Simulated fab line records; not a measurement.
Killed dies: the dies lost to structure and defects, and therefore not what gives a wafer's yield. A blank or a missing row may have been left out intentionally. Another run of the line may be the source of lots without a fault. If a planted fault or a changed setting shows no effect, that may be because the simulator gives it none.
fab line records -- flow n5_finfet
record: lots: 7, wafers: 21
route steps=1938 shown BEOL_M4@1047 BEOL_M5@1123 BEOL_M6@1230
start_h: start of the lot's first displayed wafer, in hours after the record's first day -- wait_h: time in hours since the lot's previous step -- " the same as in the row above -- L1.1+2: a single row standing in for several wafers -- - either no value or no given start -- * or withheld: withheld -- < > ~ a bound
route shown NAME@n: NAME is a module with steps in the file, n the number in the route of the first one -- usual: the fault-free wafers' mean and standard deviation -- same: alike in all rows -- chamber/n: place in a boat -- sites: the reading at each site -- _std_site: how widely they spread, as a standard deviation -- _edge_site: outer sites' mean less inner sites' -- radius_mm: how far each site lies from the wafer's centre -- mask NAME#n: copy n -- behind: the most recent tool/chamber to have shaped the wafer -- hold: why the lot was held/for how many hours/how that ended -- device: the transistor (n, p or np) that didn't switch -- end of line: tests run on the same wafers once the route is complete -- a step given without rows: its recipe and nothing more -- killed: count of dies lost to structure and defects at first sort (not the wafer's yield) -- map: shows each die of a wafer: x if killed, . if not, _ if none is there
set.NAME: setting as actually run; set.NAME@STEP: the setting as run at that earlier step -- model.NAME: the simulator's own value behind a step, which no gauge read
lots with deliberately changed settings; one table per step, one row per wafer
== steps ==
step: N5_BEOL_M4_COAT_67
recipe: resist: SOC, temp_c: 250, time_s: 60, spin_rpm: 1500, resist_thk_nm: 60
lot.wafer,tool,chamber,start_h,wait_h,set.spin_rpm,model.SOC_of_BEOL_M4_COAT_67.thk_nm
L077.1,litho_track-03,0,182.38,0.0,1591,58
L077.3,litho_track-03,0,182.38,0.0,1500,59.8
L077.4,litho_track-03,0,182.38,0.0,1591,58.2
L080.1,litho_track-04,0,215.02,0.0,1500,60
L080.3,litho_track-04,0,215.02,0.0,1500,60.2
L080.4,litho_track-04,0,215.02,0.0,1558,59
L082.1,litho_track-04,0,216.47,0.0,1500,60
L082.4,litho_track-04,0,216.47,0.0,1335,63.6
L082.6,litho_track-04,0,216.47,0.0,1335,63.8
L086.2,litho_track-02,0,243.86,0.0,1643,57
L086.4,litho_track-02,0,243.86,0.0,1500,60
L086.6,litho_track-02,0,243.86,0.0,1500,59.8
L091.1+2,litho_track-02,0,269.02,0.0,1500,59.8
L091.3,litho_track-02,0,269.02,0.0,1500,60
L094.3,litho_track-03,0,278.36,0.0,1500,60.2
L094.5,litho_track-03,0,278.36,0.0,1339,63.4
L094.6,litho_track-03,0,278.36,0.0,1500,59.8
L095.2,litho_track-04,0,291.46,0.0,1500,60
L095.3+6,litho_track-04,0,291.46,0.0,1500,59.8
step: N5_BEOL_M4_EXPOSE_25
recipe: mask_id: V3, na: 0.33, source_shape: quasar, sigma_inner: 0.2, sigma_outer: 0.8, polarization: unpolarized, defocus_nm: 5, dose_mj: 63
lot.wafer,tool,chamber,start_h,wait_h,mask,set.dose_mj
L077.1+3,euv_scanner-02,0,182.64,-,V3#0,63
L077.4,euv_scanner-02,0,182.64,-,V3#0,61.44
L080.1+3,euv_scanner-02,0,215.15,-,V3#0,63
L080.4,euv_scanner-02,0,215.15,-,V3#0,61.65
L082.1+4+6,euv_scanner-02,0,216.61,-,V3#0,63
L086.2+4,euv_scanner-02,0,244.13,-,V3#0,59.83
L086.6,euv_scanner-02,0,244.13,-,V3#0,63
L091.1+2+3,euv_scanner-02,0,269.17,-,V3#0,63
L094.3,euv_scanner-01,0,278.51,-,V3#0,63
L094.5+6,euv_scanner-01,0,278.51,-,V3#0,65.88
L095.2+3,euv_scanner-02,0,291.73,-,V3#0,67.22
L095.6,euv_scanner-02,0,291.73,-,V3#0,63
step: N5_BEOL_M4_PEB_26
recipe: peb_temp_c: 100, peb_time_s: 60, resist: CAR-EUV
step: N5_BEOL_M4_DEVELOP_27
recipe: develop_time_s: 30, developer: TMAH, resist: CAR-EUV, rinse_liquid: surfactant_rinse, dry: air_spin, dev_temp_c: 23
step: N5_BEOL_M4_CD_MEAS_28
recipe: target_cd_nm: 26.2, landing_energy_ev: 500, detector: se_inlens, target_cd_y_nm: 24.1, polarity: opening
usual: cd_nm: 26.18/0.26
lot.wafer,tool,chamber,start_h,wait_h,set.dose_mj@BEOL_M4_EXPOSE_25,cd_nm
L077.1,cd_sem-02,0,182.78,-,63,25.85
L077.3,cd_sem-02,0,182.78,-,63,25.92
L077.4,cd_sem-02,0,182.78,-,61.44,25.26
L080.1,cd_sem-03,0,215.30,-,63,26.35
L080.3,cd_sem-03,0,215.30,-,63,25.69
L080.4,cd_sem-03,0,215.30,-,61.65,25.65
L082.1,cd_sem-01,0,216.76,-,63,26.33
L082.4,cd_sem-01,0,216.76,-,63,26.35
L082.6,cd_sem-01,0,216.76,-,63,26.63
L086.2,cd_sem-01,0,244.27,-,59.83,25.42
L086.4,cd_sem-01,0,244.27,-,59.83,25.36
L086.6,cd_sem-01,0,244.27,-,63,26.28
L091.1,cd_sem-01,0,269.32,-,63,25.99
L091.2,cd_sem-01,0,269.32,-,63,26.10
L091.3,cd_sem-01,0,269.32,-,63,26.15
L094.3,cd_sem-03,0,278.64,-,63,26.44
L094.5,cd_sem-03,0,278.64,-,65.88,26.98
L094.6,cd_sem-03,0,278.64,-,65.88,27.11
L095.2,cd_sem-03,0,291.87,-,67.22,27.52
L095.3,cd_sem-03,0,291.87,-,67.22,27.19
L095.6,cd_sem-03,0,291.87,-,63,26.11
step: N5_BEOL_M4_ALD_98
recipe: material: SiO2, target_thk_a: 25, temp_c: 100, ald_precursor_family: BDEAS, ald_co_reactant: O2-plasma, pulse_time_s: 1, co_reactant_pulse_time_s: 1, purge_time_s: 2, co_reactant_purge_time_s: 2, ald_cycles: 17, pressure_torr: 2
step: N5_BEOL_M4_ETCHBACK_99
recipe: chemistry: CHF3, target: SiO2, target_depth_a: 50, time_s: 10.4, source_w: 215, bias_w: 47, Ar_flow_sccm: 200, CHF3_flow_sccm: 12, ion_energy_ev: 100, pressure_mtorr: 30
step: N5_BEOL_M4_ETCH_70
recipe: chemistry: N2/H2, target: SOC, target_depth_a: 800, overetch_a: 240, mask_material: SiARC, temp_c: 40, time_s: 130, ion_energy_ev: 200, pressure_mtorr: 30, source_w: 840, bias_w: 150, n2_flow_sccm: 200, h2_flow_sccm: 200
lot.wafer,tool,chamber,start_h,wait_h,set.spin_rpm@BEOL_M4_COAT_67,model.etch.depth_nm
L077.1,rie_diel-02,2,207.18,0.0,1591,58.05
L077.3,rie_diel-02,3,207.18,0.0,1500,59.89
L077.4,rie_diel-02,0,207.18,0.0,1591,58.17
L080.1,rie_diel-02,1,227.39,0.0,1500,60.06
L080.3,rie_diel-02,0,227.39,0.0,1500,60.25
L080.4,rie_diel-02,1,227.39,0.0,1558,59.06
L082.1,rie_diel-04,2,228.47,0.0,1500,60.1
L082.4,rie_diel-04,0,228.47,0.0,1335,63.67
L082.6,rie_diel-04,2,228.47,0.0,1335,63.77
L086.2,rie_diel-04,2,257.95,0.0,1643,57.09
L086.4,rie_diel-04,3,257.95,0.0,1500,59.94
L086.6,rie_diel-04,3,257.95,0.0,1500,59.77
L091.1,rie_diel-01,2,276.24,0.0,1500,59.89
L091.2,rie_diel-01,3,276.24,0.0,1500,59.84
L091.3,rie_diel-01,0,276.24,0.0,1500,60.05
L094.3,rie_diel-02,1,296.27,0.0,1500,60.2
L094.5,rie_diel-02,1,296.27,0.0,1339,63.47
L094.6,rie_diel-02,2,296.27,0.0,1500,59.87
L095.2,rie_diel-04,3,296.31,0.0,1500,60.03
L095.3,rie_diel-04,1,296.31,0.0,1500,59.75
L095.6,rie_diel-04,1,296.31,0.0,1500,59.84
step: N5_BEOL_M4_STRIP_71
recipe: chemistry: N2/H2, temp_c: 40, n2_flow_sccm: 200, h2_flow_sccm: 200, rf_frequency_hz: 6e+07
step: N5_BEOL_M4_STRIP_78
recipe: chemistry: N2/H2, temp_c: 40, n2_flow_sccm: 200, h2_flow_sccm: 200, rf_frequency_hz: 6e+07
step: N5_BEOL_M4_VIA_ETCH_34
recipe: chemistry: C4F6/O2, target_depth_a: 694, mask_material: SOC, pressure_mtorr: 15, ion_energy_ev: 250, taper_deg: 4, time_s: 65.9, source_w: 350, bias_w: 170, Ar_flow_sccm: 300, C4F6_flow_sccm: 10, O2_flow_sccm: 10
lot.wafer,tool,chamber,start_h,wait_h,set.spin_rpm@BEOL_M4_COAT_67,model.SOC_of_BEOL_M4_COAT_67.thk_nm
L077.1+4,rie_diel-02,"2,0",207.28,0.0,1591,50.2
L077.3,rie_diel-02,3,207.28,0.0,1500,52
L080.1,rie_diel-02,1,227.49,0.0,1500,51.6
L080.3,rie_diel-02,0,227.49,0.0,1500,52.2
L080.4,rie_diel-02,1,227.49,0.0,1558,50.6
L082.1,rie_diel-04,2,228.57,0.0,1500,52
L082.4,rie_diel-04,0,228.57,0.0,1335,55.6
L082.6,rie_diel-04,2,228.57,0.0,1335,55.8
L086.2,rie_diel-04,2,258.06,0.0,1643,49.2
L086.4,rie_diel-04,3,258.06,0.0,1500,52
L086.6,rie_diel-04,3,258.06,0.0,1500,51.8
L091.1+2,rie_diel-01,"2,3",276.34,0.0,1500,51.8
L091.3,rie_diel-01,0,276.34,0.0,1500,52
L094.3,rie_diel-02,1,296.38,0.0,1500,51.8
L094.5,rie_diel-02,1,296.38,0.0,1339,55
L094.6,rie_diel-02,2,296.38,0.0,1500,51.6
L095.2+6,rie_diel-04,"3,1",296.41,0.0,1500,52.2
L095.3,rie_diel-04,1,296.41,0.0,1500,52
step: N5_BEOL_M5_EXPOSE_08
recipe: mask_id: M5, na: 0.33, source_shape: annular, sigma_inner: 0.4, sigma_outer: 0.8, polarization: unpolarized, target_cd_nm: 28, dose_mj: 35.75
lot.wafer,tool,chamber,start_h,wait_h,mask,set.dose_mj
L077.1,euv_scanner-02,0,214.45,-,M5#0,38.25
L077.3+4,euv_scanner-02,0,214.45,-,M5#0,35.75
L080.1,euv_scanner-01,0,236.36,-,M5#0,35.75
L080.3+4,euv_scanner-01,0,236.36,-,M5#0,38.3
L082.1+4+6,euv_scanner-02,0,236.76,-,M5#0,35.75
L086.2+4+6,euv_scanner-01,0,266.74,-,M5#0,35.75
L091.1+2+3,euv_scanner-02,0,286.19,-,M5#0,35.75
L094.3+5+6,euv_scanner-01,0,303.57,-,M5#0,35.75
L095.2+3+6,euv_scanner-01,0,304.43,-,M5#0,35.75
step: N5_BEOL_M5_PEB_09
recipe: peb_temp_c: 100, peb_time_s: 60, resist: CAR-EUV
step: N5_BEOL_M5_DEVELOP_10
recipe: develop_time_s: 30, developer: TMAH, resist: CAR-EUV, rinse_liquid: surfactant_rinse, dry: air_spin, dev_temp_c: 23
step: N5_BEOL_M5_CD_MEAS_11
recipe: target_cd_nm: 27.74, landing_energy_ev: 500, detector: se_inlens
usual: cd_nm: 27.98/0.24
lot.wafer,tool,chamber,start_h,wait_h,set.dose_mj@BEOL_M5_EXPOSE_08,cd_nm
L077.1,cd_sem-01,0,214.58,-,38.25,29.49
L077.3,cd_sem-01,0,214.58,-,35.75,27.98
L077.4,cd_sem-01,0,214.58,-,35.75,27.97
L080.1,cd_sem-02,0,236.49,-,35.75,27.99
L080.3,cd_sem-02,0,236.49,-,38.3,29.46
L080.4,cd_sem-02,0,236.49,-,38.3,29.52
L082.1,cd_sem-01,0,236.88,-,35.75,27.87
L082.4,cd_sem-01,0,236.88,-,35.75,27.94
L082.6,cd_sem-01,0,236.88,-,35.75,27.97
L086.2,cd_sem-03,0,266.86,-,35.75,27.80
L086.4,cd_sem-03,0,266.86,-,35.75,27.98
L086.6,cd_sem-03,0,266.86,-,35.75,27.50
L091.1,cd_sem-01,0,286.32,-,35.75,28.09
L091.2,cd_sem-01,0,286.32,-,35.75,27.99
L091.3,cd_sem-01,0,286.32,-,35.75,28.46
L094.3,cd_sem-02,0,303.68,-,35.75,28.20
L094.5,cd_sem-02,0,303.68,-,35.75,27.79
L094.6,cd_sem-02,0,303.68,-,35.75,28.24
L095.2,cd_sem-03,0,304.56,-,35.75,27.80
L095.3,cd_sem-03,0,304.56,-,35.75,27.70
L095.6,cd_sem-03,0,304.56,-,35.75,28.16
step: N5_BEOL_M5_DESCUM_16
recipe: chemistry: O2, time_s: 7, source_power_w: 50, bias_power_w: 20, pressure_mtorr: 20, rf_frequency_hz: 2.712e+07, temp_c: 40, resist: CAR-EUV, o2_flow_sccm: 225
lot.wafer,tool,chamber,start_h,wait_h,set.dose_mj@BEOL_M5_EXPOSE_08,model.BEOL_M5.cd_nm
L077.1,rie_diel-05,0,214.71,0.0,38.25,29.2
L077.3+4,rie_diel-05,"3,2",214.71,0.0,35.75,28
L080.1,rie_diel-06,0,236.79,0.2,35.75,28
L080.3+4,rie_diel-06,"2,3",236.79,0.2,38.3,29.6
L082.1,rie_diel-03,1,237.26,0.3,35.75,27.8
L082.4,rie_diel-03,2,237.26,0.3,35.75,27.6
L082.6,rie_diel-03,0,237.26,0.3,35.75,28
L086.2,rie_diel-03,1,266.98,0.0,35.75,27.8
L086.4,rie_diel-03,3,266.98,0.0,35.75,28
L086.6,rie_diel-03,1,266.98,0.0,35.75,27.6
L091.1+2+3,rie_diel-06,"1,0,3",286.46,0.1,35.75,28.2
L094.3+5,rie_diel-06,"0,3",303.81,0.0,35.75,28
L094.6,rie_diel-06,2,303.81,0.0,35.75,27.8
L095.2+3,rie_diel-03,"1,2",304.68,0.0,35.75,27.6
L095.6,rie_diel-03,3,304.68,0.0,35.75,28
step: N5_BEOL_M5_ETCH_72
recipe: chemistry: N2/H2, target: underlayer, target_depth_a: 65, mask_material: CAR-EUV, time_s: 5.2, ion_energy_ev: 200, pressure_mtorr: 30, source_w: 840, bias_w: 150, n2_flow_sccm: 200, h2_flow_sccm: 200, ends: cleared
lot.wafer,tool,chamber,start_h,wait_h,set.dose_mj@BEOL_M5_EXPOSE_08,model.BEOL_M5.cd_nm
L077.1,rie_diel-05,0,214.74,0.0,38.25,29.2
L077.3+4,rie_diel-05,"3,2",214.74,0.0,35.75,27.8
L080.1,rie_diel-06,0,236.83,0.0,35.75,28
L080.3+4,rie_diel-06,"2,3",236.83,0.0,38.3,29.6
L082.1,rie_diel-03,1,237.30,0.0,35.75,27.8
L082.4,rie_diel-03,2,237.30,0.0,35.75,27.4
L082.6,rie_diel-03,0,237.30,0.0,35.75,28.2
L086.2+6,rie_diel-03,1,267.02,0.0,35.75,27.6
L086.4,rie_diel-03,3,267.02,0.0,35.75,28.2
L091.1+2,rie_diel-06,"1,0",286.50,0.0,35.75,28.2
L091.3,rie_diel-06,3,286.50,0.0,35.75,28.4
L094.3+5,rie_diel-06,"0,3",303.85,0.0,35.75,28.2
L094.6,rie_diel-06,2,303.85,0.0,35.75,27.8
L095.2+3,rie_diel-03,"1,2",304.71,0.0,35.75,27.6
L095.6,rie_diel-03,3,304.71,0.0,35.75,28
step: N5_BEOL_M5_ETCH_61
recipe: chemistry: CF4, target: SiARC, target_depth_a: 156, mask_material: CAR-EUV, time_s: 26, ion_energy_ev: 80, pressure_mtorr: 40, source_w: 545, bias_w: 36, Ar_flow_sccm: 100, cf4_flow_sccm: 100, ends: cleared
lot.wafer,tool,chamber,start_h,wait_h,set.dose_mj@BEOL_M5_EXPOSE_08,model.BEOL_M5.cd_nm
L077.1,rie_diel-05,0,214.76,0.0,38.25,29.2
L077.3+4,rie_diel-05,"3,2",214.76,0.0,35.75,27.8
L080.1,rie_diel-06,0,236.84,0.0,35.75,27.8
L080.3,rie_diel-06,2,236.84,0.0,38.3,29.6
L080.4,rie_diel-06,3,236.84,0.0,38.3,29.8
L082.1,rie_diel-03,1,237.31,0.0,35.75,28
L082.4,rie_diel-03,2,237.31,0.0,35.75,27.4
L082.6,rie_diel-03,0,237.31,0.0,35.75,28.4
L086.2,rie_diel-03,1,267.03,0.0,35.75,27.8
L086.4,rie_diel-03,3,267.03,0.0,35.75,28
L086.6,rie_diel-03,1,267.03,0.0,35.75,27.6
L091.1,rie_diel-06,1,286.51,0.0,35.75,28.2
L091.2,rie_diel-06,0,286.51,0.0,35.75,28
L091.3,rie_diel-06,3,286.51,0.0,35.75,28.4
L094.3+6,rie_diel-06,"0,2",303.86,0.0,35.75,28
L094.5,rie_diel-06,3,303.86,0.0,35.75,28.2
L095.2,rie_diel-03,1,304.73,0.0,35.75,27.6
L095.3,rie_diel-03,2,304.73,0.0,35.75,27.4
L095.6,rie_diel-03,3,304.73,0.0,35.75,28
step: N5_BEOL_M5_ETCH_62
recipe: chemistry: N2/H2, target: SOC, target_depth_a: 750, overetch_a: 150, mask_material: SiARC, temp_c: 40, time_s: 112.5, ion_energy_ev: 200, pressure_mtorr: 30, source_w: 840, bias_w: 150, n2_flow_sccm: 200, h2_flow_sccm: 200
step: N5_BEOL_M5_STRIP_63
recipe: chemistry: N2/H2, temp_c: 40, n2_flow_sccm: 200, h2_flow_sccm: 200, rf_frequency_hz: 6e+07
step: N5_BEOL_M5_HM_OPEN_17
recipe: chemistry: Cl2/BCl3, target_depth_a: 200, overetch_a: 60, target: TiN, mask_material: SOC, ion_energy_ev: 150, pressure_mtorr: 10, icp_w: 1000, bias_w: 126, Cl2_flow_sccm: 53.25, bcl3_flow_sccm: 21.75, Ar_flow_sccm: 25
step: N5_BEOL_M5_STRIP_19
recipe: chemistry: O2, power_w: 400, temp_c: 40, pressure_mtorr: 30, rf_frequency_hz: 6e+07, bias_power_w: 0, overash_fraction: 0.2, o2_flow_sccm: 225
step: N5_BEOL_M5_CD_MEAS_18
recipe: pitch_nm: 56, target_cd_nm: 28
usual: cd_nm: 27.9/0.37
lot.wafer,tool,chamber,start_h,wait_h,set.dose_mj@BEOL_M5_EXPOSE_08,cd_nm
L077.1,cd_sem-01,-,215.36,0.1,38.25,29.1
L077.3,cd_sem-01,-,215.36,0.1,35.75,28.1
L077.4,cd_sem-01,-,215.36,0.1,35.75,27.8
L080.1,cd_sem-01,-,237.23,0.0,35.75,27.5
L080.3,cd_sem-01,-,237.23,0.0,38.3,29.8
L080.4,cd_sem-01,-,237.23,0.0,38.3,29.8
L082.1,cd_sem-02,-,237.70,0.0,35.75,28.1
L082.4,cd_sem-02,-,237.70,0.0,35.75,27.8
L082.6,cd_sem-02,-,237.70,0.0,35.75,28.3
L086.2,cd_sem-02,-,267.43,0.1,35.75,27.7
L086.4,cd_sem-02,-,267.43,0.1,35.75,27.9
L086.6,cd_sem-02,-,267.43,0.1,35.75,27.9
L091.1,cd_sem-01,-,286.89,0.0,35.75,28.3
L091.2,cd_sem-01,-,286.89,0.0,35.75,28.0
L091.3,cd_sem-01,-,286.89,0.0,35.75,28.5
L094.3,cd_sem-01,-,304.26,0.1,35.75,28.1
L094.5,cd_sem-01,-,304.26,0.1,35.75,27.6
L094.6,cd_sem-01,-,304.26,0.1,35.75,28.1
L095.2,cd_sem-01,-,305.11,0.1,35.75,27.6
L095.3,cd_sem-01,-,305.11,0.1,35.75,27.1
L095.6,cd_sem-01,-,305.11,0.1,35.75,28.1
step: N5_BEOL_M5_COAT_22
recipe: resist: CAR-EUV, spin_rpm: 1500, resist_thk_nm: 30
lot.wafer,tool,chamber,start_h,wait_h,set.spin_rpm,model.CAR-EUV_of_BEOL_M5_COAT_22.thk_nm
L077.1+3+4,litho_track-05,0,-,-,1500,30
L080.1,litho_track-03,0,-,-,1372,31.4
L080.3,litho_track-03,0,-,-,1500,30.2
L080.4,litho_track-03,0,-,-,1500,30
L082.1,litho_track-05,0,-,-,1500,30
L082.4,litho_track-05,0,-,-,1548,29.6
L082.6,litho_track-05,0,-,-,1500,30.2
L086.2,litho_track-05,0,-,-,1587,29.2
L086.4,litho_track-05,0,-,-,1587,29
L086.6,litho_track-05,0,-,-,1500,30
L091.1+2+3,litho_track-05,0,-,-,1500,30
L094.3+5,litho_track-05,0,-,-,1500,30.2
L094.6,litho_track-05,0,-,-,1500,30
L095.2+6,litho_track-01,0,-,-,1500,30
L095.3,litho_track-01,0,-,-,1622,28.8
step: N5_BEOL_M5_EBR_24
recipe: solvent: PGMEA, ebr_width_mm: 1.5
step: N5_BEOL_M5_SOFTBAKE_23
recipe: temp_c: 110, time_s: 60, resist: CAR-EUV
step: N5_BEOL_M5_EXPOSE_25
recipe: mask_id: V4, na: 0.33, source_shape: quasar, sigma_inner: 0.2, sigma_outer: 0.6, polarization: unpolarized, defocus_nm: 10, dose_mj: 52.75
step: N5_BEOL_M5_PEB_26
recipe: peb_temp_c: 100, peb_time_s: 60, resist: CAR-EUV
step: N5_BEOL_M5_DEVELOP_27
recipe: develop_time_s: 30, developer: TMAH, resist: CAR-EUV, rinse_liquid: surfactant_rinse, dry: air_spin, dev_temp_c: 23
lot.wafer,tool,chamber,start_h,wait_h,set.spin_rpm@BEOL_M5_COAT_22,model.CAR-EUV_of_BEOL_M5_COAT_22.thk_nm
L077.1,litho_track-05,0,-,-,1500,29.4
L077.3+4,litho_track-05,0,-,-,1500,29.6
L080.1,litho_track-03,0,-,-,1372,31
L080.3+4,litho_track-03,0,-,-,1500,29.6
L082.1+6,litho_track-05,0,-,-,1500,29.6
L082.4,litho_track-05,0,-,-,1548,29
L086.2+4,litho_track-01,0,-,-,1587,28.6
L086.6,litho_track-01,0,-,-,1500,29.6
L091.1+2+3,litho_track-05,0,-,-,1500,29.6
L094.3+5,litho_track-05,0,-,-,1500,29.8
L094.6,litho_track-05,0,-,-,1500,29.6
L095.2+6,litho_track-03,0,-,-,1500,29.6
L095.3,litho_track-03,0,-,-,1622,28.4
step: N5_BEOL_M5_DESCUM_33
recipe: chemistry: O2, time_s: 7, source_power_w: 50, bias_power_w: 20, pressure_mtorr: 20, rf_frequency_hz: 2.712e+07, temp_c: 40, resist: CAR-EUV, o2_flow_sccm: 225
step: N5_BEOL_M5_ETCH_75
recipe: chemistry: N2/H2, target: underlayer, target_depth_a: 65, mask_material: CAR-EUV, time_s: 5.2, ion_energy_ev: 200, pressure_mtorr: 30, source_w: 840, bias_w: 150, n2_flow_sccm: 200, h2_flow_sccm: 200, ends: cleared
lot.wafer,tool,chamber,start_h,wait_h,set.spin_rpm@BEOL_M5_COAT_22,model.CAR-EUV_of_BEOL_M5_COAT_22.thk_nm
L077.1+4,rie_diel-03,"3,1",217.68,0.0,1500,20.2
L077.3,rie_diel-03,0,217.68,0.0,1500,20.4
L080.1,rie_diel-03,2,239.44,0.0,1372,21.6
L080.3+4,rie_diel-03,"1,0",239.44,0.0,1500,20.4
L082.1+6,rie_diel-06,"2,0",239.49,0.0,1500,20.4
L082.4,rie_diel-06,1,239.49,0.0,1548,20
L086.2,rie_diel-05,3,270.10,0.0,1587,19.6
L086.4,rie_diel-05,2,270.10,0.0,1587,19.4
L086.6,rie_diel-05,1,270.10,0.0,1500,20.4
L091.1+3,rie_diel-03,"3,2",290.21,0.0,1500,20.4
L091.2,rie_diel-03,1,290.21,0.0,1500,20.2
L094.3+5,rie_diel-06,"3,1",306.26,0.0,1500,20.6
L094.6,rie_diel-06,2,306.26,0.0,1500,20.4
L095.2,rie_diel-05,0,306.60,0.0,1500,20.2
L095.3,rie_diel-05,1,306.60,0.0,1622,19.2
L095.6,rie_diel-05,0,306.60,0.0,1500,20.4
step: N5_BEOL_M5_ETCH_68
recipe: chemistry: N2/H2, target: SOC, target_depth_a: 800, overetch_a: 160, mask_material: SiARC, temp_c: 40, time_s: 120, ion_energy_ev: 200, pressure_mtorr: 30, source_w: 840, bias_w: 150, n2_flow_sccm: 200, h2_flow_sccm: 200
usual: rf_vpp_V: 523.3/2.8
lot.wafer,tool,chamber,start_h,wait_h,set.bias_w,rf_vpp_V,model.SiARC_of_BEOL_M5_COAT_66.thk_nm
L077.1,rie_diel-03,3,217.73,0.0,135.2,494.5,7.4
L077.3,rie_diel-03,0,217.73,0.0,150,522.4,6.2
L077.4,rie_diel-03,1,217.73,0.0,135.2,488.1,7.2
L080.1,rie_diel-03,2,239.49,0.0,150,522.3,6.2
L080.3,rie_diel-03,1,239.49,0.0,150,522.0,6.4
L080.4,rie_diel-03,0,239.49,0.0,150,523.1,6.2
L082.1,rie_diel-06,2,239.54,0.0,150,524.7,6.6
L082.4,rie_diel-06,1,239.54,0.0,173.7,569.2,5.2
L082.6,rie_diel-06,0,239.54,0.0,150,527.0,6.2
L086.2,rie_diel-05,3,270.15,0.0,172.1,571.3,5.6
L086.4,rie_diel-05,2,270.15,0.0,172.1,571.6,5.4
L086.6,rie_diel-05,1,270.15,0.0,150,521.1,6.2
L091.1,rie_diel-03,3,290.26,0.0,150,527.6,6.8
L091.2,rie_diel-03,1,290.26,0.0,150,522.4,6.4
L091.3,rie_diel-03,2,290.26,0.0,150,520.8,6.2
L094.3,rie_diel-06,3,306.30,0.0,150,526.1,6.6
L094.5,rie_diel-06,1,306.30,0.0,150,518.1,6.2
L094.6,rie_diel-06,2,306.30,0.0,176.3,581.6,5.4
L095.2,rie_diel-05,0,306.64,0.0,150,523.7,6.6
L095.3,rie_diel-05,1,306.64,0.0,150,521.2,6.2
L095.6,rie_diel-05,0,306.64,0.0,150,521.4,6.6
step: N5_BEOL_M6_DESCUM_33
recipe: chemistry: O2, time_s: 7, source_power_w: 50, bias_power_w: 20, pressure_mtorr: 20, rf_frequency_hz: 2.712e+07, temp_c: 40, resist: CAR-EUV, o2_flow_sccm: 225
lot.wafer,tool,chamber,start_h,wait_h,set.time_s,model.CAR-EUV_of_BEOL_M6_COAT_22.thk_nm
L077.1+3+4,rie_diel-04,"0,3,3",231.31,0.0,7,26.2
L080.1,rie_diel-02,0,252.71,0.0,7.84,25.4
L080.3,rie_diel-02,1,252.71,0.0,7,26
L080.4,rie_diel-02,1,252.71,0.0,7.84,25.6
L082.1,rie_diel-02,1,254.28,0.0,5.99,26.6
L082.4+6,rie_diel-02,"1,3",254.28,0.0,7,26.2
L086.2,rie_diel-02,2,283.65,0.0,6.289,26.4
L086.4+6,rie_diel-02,"0,2",283.65,0.0,7,26
L091.1+2+3,rie_diel-01,"3,2,1",301.64,0.0,7,26.2
L094.3,rie_diel-04,2,320.49,0.1,7,26
L094.5+6,rie_diel-04,"3,2",320.49,0.1,7.833,25.6
L095.2,rie_diel-02,0,322.44,0.0,7,26
L095.3+6,rie_diel-02,"2,3",322.44,0.0,5.787,26.6
== key ==
split: step: N5_BEOL_M4_COAT_67, setting: spin_rpm, stated: 1500, by: wafer
response: step: N5_BEOL_M4_COAT_67, reading: model.SOC_of_BEOL_M4_COAT_67.thk_nm, change: -0.315, per: 1%, r: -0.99
response: step: N5_BEOL_M4_ETCH_70, reading: model.etch.depth_nm, change: -0.312, per: 1%, r: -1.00
response: step: N5_BEOL_M4_VIA_ETCH_34, reading: model.SOC_of_BEOL_M4_COAT_67.thk_nm, change: -0.311, per: 1%, r: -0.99
split: step: N5_BEOL_M4_EXPOSE_25, setting: dose_mj, stated: 63, by: wafer
response: step: N5_BEOL_M4_CD_MEAS_28, reading: cd_nm, change: +0.176, per: 1%, r: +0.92
split: step: N5_BEOL_M5_EXPOSE_08, setting: dose_mj, stated: 35.75, by: wafer
response: step: N5_BEOL_M5_CD_MEAS_11, reading: cd_nm, change: +0.213, per: 1%, r: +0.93
response: step: N5_BEOL_M5_DESCUM_16, reading: model.BEOL_M5.cd_nm, change: +0.198, per: 1%, r: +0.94
response: step: N5_BEOL_M5_ETCH_72, reading: model.BEOL_M5.cd_nm, change: +0.212, per: 1%, r: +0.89
response: step: N5_BEOL_M5_ETCH_61, reading: model.BEOL_M5.cd_nm, change: +0.234, per: 1%, r: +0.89
response: step: N5_BEOL_M5_CD_MEAS_18, reading: cd_nm, change: +0.242, per: 1%, r: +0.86
split: step: N5_BEOL_M5_COAT_22, setting: spin_rpm, stated: 1500, by: wafer
response: step: N5_BEOL_M5_COAT_22, reading: model.CAR-EUV_of_BEOL_M5_COAT_22.thk_nm, change: -0.151, per: 1%, r: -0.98
response: step: N5_BEOL_M5_DEVELOP_27, reading: model.CAR-EUV_of_BEOL_M5_COAT_22.thk_nm, change: -0.161, per: 1%, r: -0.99
response: step: N5_BEOL_M5_ETCH_75, reading: model.CAR-EUV_of_BEOL_M5_COAT_22.thk_nm, change: -0.14, per: 1%, r: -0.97
split: step: N5_BEOL_M5_ETCH_68, setting: bias_w, stated: 150, by: wafer
response: step: N5_BEOL_M5_ETCH_68, reading: rf_vpp_V, change: +3.19, per: 1%, r: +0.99
response: step: N5_BEOL_M5_ETCH_68, reading: model.SiARC_of_BEOL_M5_COAT_66.thk_nm, change: -0.0662, per: 1%, r: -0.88
split: step: N5_BEOL_M6_DESCUM_33, setting: time_s, stated: 7, by: wafer
response: step: N5_BEOL_M6_DESCUM_33, reading: model.CAR-EUV_of_BEOL_M6_COAT_22.thk_nm, change: -0.0345, per: 1%, r: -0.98
